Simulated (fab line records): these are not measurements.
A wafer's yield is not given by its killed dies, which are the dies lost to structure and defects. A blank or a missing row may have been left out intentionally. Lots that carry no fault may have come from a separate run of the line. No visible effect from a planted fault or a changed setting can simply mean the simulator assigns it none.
Matching of chambers | flow n5_finfet | N5_SDB_STRIP_21 on rie_diel-05 has 4 sister chambers
The step strips in CF4. 4 wafers are shown with their chamber, then 11 later ones without.

== WAFERS, EACH WITH ITS CHAMBER ==
wafer  | chamber | drypump_motor_current_A (A)
L093.1 | 1       | 5.2
L093.2 | 3       | 4.8
L093.3 | 0       | 5.9
L093.4 | 2       | 5.5

== WAFERS WITHOUT THEIR CHAMBER ==
wafer  | drypump_motor_current_A (A)
L093.5 | 4.8
L093.6 | 5.9
L094.1 | 5.2
L094.3 | 5.5
L094.4 | 4.9
L096.3 | 5.2
L096.4 | 5.5
L096.5 | 4.8
L097.2 | 5.2
L097.3 | 5.5
L097.4 | 5.9

== WHICH CHAMBER EACH ONE RAN IN ==
wafer  | from the rows above | in truth
L093.5 | 3                   | 3
L093.6 | 0                   | 0
L094.1 | 1                   | 1
L094.3 | 2                   | 2
L094.4 | 3                   | 3
L096.3 | 1                   | 1
L096.4 | 2                   | 2
L096.5 | 3                   | 3
L097.2 | 1                   | 1
L097.3 | 2                   | 2
L097.4 | 0                   | 0
Correctly placed: 11 of 11. Number that these rows cannot place: 0. 0 placed wrongly.
How it was worked out, from the rows above alone: a wafer's distance from a chamber is the root of the sum, over the readings, of the square of ((its reading less the chamber's mean) divided by the reading's scatter). If the next closest chamber is less than 2 further off than the closest, the wafer can't be placed; otherwise it belongs to the closest. The mean given for a chamber averages the wafers shown for that chamber. The scatter: root of mean squared gap, hidden wafer to nearest shown wafer, with one shown wafer a chamber.
